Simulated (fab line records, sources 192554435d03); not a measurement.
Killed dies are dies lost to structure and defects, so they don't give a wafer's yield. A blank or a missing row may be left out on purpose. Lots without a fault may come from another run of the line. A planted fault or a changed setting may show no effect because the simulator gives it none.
Chamber matching | flow n5_finfet | N5_BEOL_M2_ETCHBACK_99 on rie_diel-02: 4 sister chambers
The step etches SiO2 in CHF3, target depth 5 nm, time 10.4 s. 4 wafers are shown with their chamber, then 8 later ones without.

WAFERS WITH THEIR CHAMBER
wafer  | chamber | showerhead_plenum_p_Torr (Torr)
L083.6 | 2       | 2.13
L088.5 | 1       | 2.11
L088.6 | 0       | 2.29
L093.3 | 3       | 2.04

WAFERS WITHOUT THEIR CHAMBER
wafer  | showerhead_plenum_p_Torr (Torr)
L093.5 | 2.04
L093.6 | 2.13
L094.2 | 2.12
L094.3 | 2.10
L094.6 | 2.29
L096.1 | 2.03
L096.2 | 2.12
L096.4 | 2.03

WHICH CHAMBER EACH WENT THROUGH
wafer  | from the rows above     | in truth
L093.5 | 3                       | 3
L093.6 | 2                       | 2
L094.2 | can't be placed: 2 or 1 | 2
L094.3 | 1                       | 1
L094.6 | 0                       | 0
L096.1 | 3                       | 3
L096.2 | can't be placed: 2 or 1 | 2
L096.4 | 3                       | 3
Placed correctly: 6 of 8. Can't be placed from these rows: 2 (the true chamber is among the candidates in 2). Placed wrongly: 0.
How it was worked out, from the rows above alone: a wafer's distance from a chamber is the root of the sum, over the readings, of the square of ((its reading less the chamber's mean) divided by the reading's scatter). The wafer belongs to the nearest chamber; if the next one is less than 2 further off, it can't be placed. A chamber's mean is the mean of its shown wafers. The scatter: with one shown wafer a chamber, the root of the mean of the squares of how far each hidden wafer lies from its nearest shown one.
